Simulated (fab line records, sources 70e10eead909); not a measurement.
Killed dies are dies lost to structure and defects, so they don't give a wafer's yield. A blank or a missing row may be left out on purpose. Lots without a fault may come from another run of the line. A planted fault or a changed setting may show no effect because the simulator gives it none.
Chamber matching | flow nand_harc | NHARC_P_CONTACT_ALD_22 on ald_metal-02: 4 sister chambers
The step deposits TiN, target thk 3 nm, pulse time 1 s, ald cycles 150. 14 wafers are shown with their chamber, then 6 later ones without.

WAFERS WITH THEIR CHAMBER
wafer  | chamber | heater_power_w (W) | heater_power_outer_w (W) | susceptor_temp_C (C)
L354.3 | 3       | 1094               | 691                      | 449.84
L354.5 | 0       | 1063               | 678                      | 449.88
L354.6 | 2       | 1082               | 694                      | 450.43
L357.4 | 0       | 1078               | 675                      | 450.28
L357.5 | 3       | 1070               | 685                      | 450.13
L357.6 | 0       | 1078               | 685                      | 450.08
L361.1 | 0       | 1072               | 689                      | 450.41
L361.3 | 2       | 1095               | 670                      | 450.49
L361.5 | 1       | 992                | 640                      | 449.96
L362.2 | 2       | 1059               | 687                      | 449.82
L362.5 | 1       | 979                | 651                      | 449.90
L362.6 | 0       | 1069               | 680                      | 450.03
L366.1 | 1       | 989                | 632                      | 449.63
L366.2 | 3       | 1100               | 702                      | 450.27

SIGNATURES (means of the wafers above)
reading              | chamber 0 | chamber 1 | chamber 2 | chamber 3 | scatter within a chamber
heater_power_w       | 1072.00   | 986.67    | 1078.67   | 1088.00   | 11.9
heater_power_outer_w | 681.40    | 641.00    | 683.67    | 692.67    | 8.72
susceptor_temp_C     | 450.1360  | 449.8300  | 450.2467  | 450.0800  | 0.247
Rule: a wafer's distance from a chamber is the root of the sum, over the readings, of the square of ((its reading less the chamber's mean) divided by the reading's scatter). The wafer belongs to the nearest chamber; if the next one is less than 2 further off, it can't be placed. The scatter: the root of (the sum of the squares of (reading less its chamber's mean) over the shown wafers, divided by (wafers less chambers)).

WAFERS WITHOUT THEIR CHAMBER
wafer  | heater_power_w (W) | heater_power_outer_w (W) | susceptor_temp_C (C)
L375.1 | 1008               | 662                      | 450.34
L375.3 | 1091               | 714                      | 450.01
L375.4 | 1086               | 714                      | 450.27
L376.2 | 1086               | 695                      | 449.93
L376.5 | 1033               | 667                      | 449.85
L376.6 | 1101               | 690                      | 450.09

WHICH CHAMBER EACH WENT THROUGH
wafer  | from the rows above               | in truth
L375.1 | 1                                 | 1
L375.3 | can't be placed: 3 or 2 or 0      | 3
L375.4 | can't be placed: 3 or 2 or 0      | 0
L376.2 | can't be placed: 3 or 2 or 0      | 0
L376.5 | can't be placed: 0 or 2 or 1 or 3 | 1
L376.6 | can't be placed: 3 or 2 or 0      | 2
Placed correctly: 1 of 6. Can't be placed from these rows: 5 (the true chamber is among the candidates in 5). Placed wrongly: 0.
